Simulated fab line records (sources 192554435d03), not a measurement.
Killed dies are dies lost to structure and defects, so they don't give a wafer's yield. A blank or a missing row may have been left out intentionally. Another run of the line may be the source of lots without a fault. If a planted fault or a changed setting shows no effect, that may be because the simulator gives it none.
Matching of chambers | flow n5-finfet | N5_BEOL_M10_CURE_72 on uv-cure-03 has 3 sister chambers
The step cures SiCOH lowk, time 120 s. 3 wafers are shown with their chamber, then 8 later ones without.

EACH WAFER AND ITS CHAMBER
wafer  | chamber | lamp-power-pct (%)
L085.6 | 1       | 52.38
L088.6 | 2       | 52.27
L092.2 | 0       | 52.34

WAFERS WHOSE CHAMBER IS MISSING
wafer  | lamp-power-pct (%)
L092.3 | 52.34
L092.6 | 52.33
L090.1 | 52.34
L090.3 | 52.34
L090.5 | 52.24
L096.1 | 52.37
L096.3 | 52.27
L096.4 | 52.16

EACH ONE'S CHAMBER
wafer  | from the rows above          | in truth
L092.3 | can't be placed: 0 or 1 or 2 | 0
L092.6 | can't be placed: 0 or 1 or 2 | 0
L090.1 | can't be placed: 0 or 1 or 2 | 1
L090.3 | can't be placed: 0 or 1 or 2 | 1
L090.5 | can't be placed: 2 or 0      | 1
L096.1 | can't be placed: 1 or 0      | 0
L096.3 | can't be placed: 2 or 0      | 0
L096.4 | can't be placed: 2 or 0      | 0
Correct placement for 0 of the 8. From these rows, 8 cannot be placed; in 7 the true chamber is one of the candidates. Wrongly placed: 0.
How it was worked out, from the rows above alone: a wafer's distance from a chamber is the root of the sum, over the readings, of the square of ((its reading less the chamber's mean) divided by the reading's scatter). The wafer belongs to the nearest chamber; if the next one is less than 2 further off, it can't be placed. A chamber's mean is the mean of its shown wafers. The scatter: root of mean squared gap, hidden wafer to nearest shown wafer, with one shown wafer a chamber.
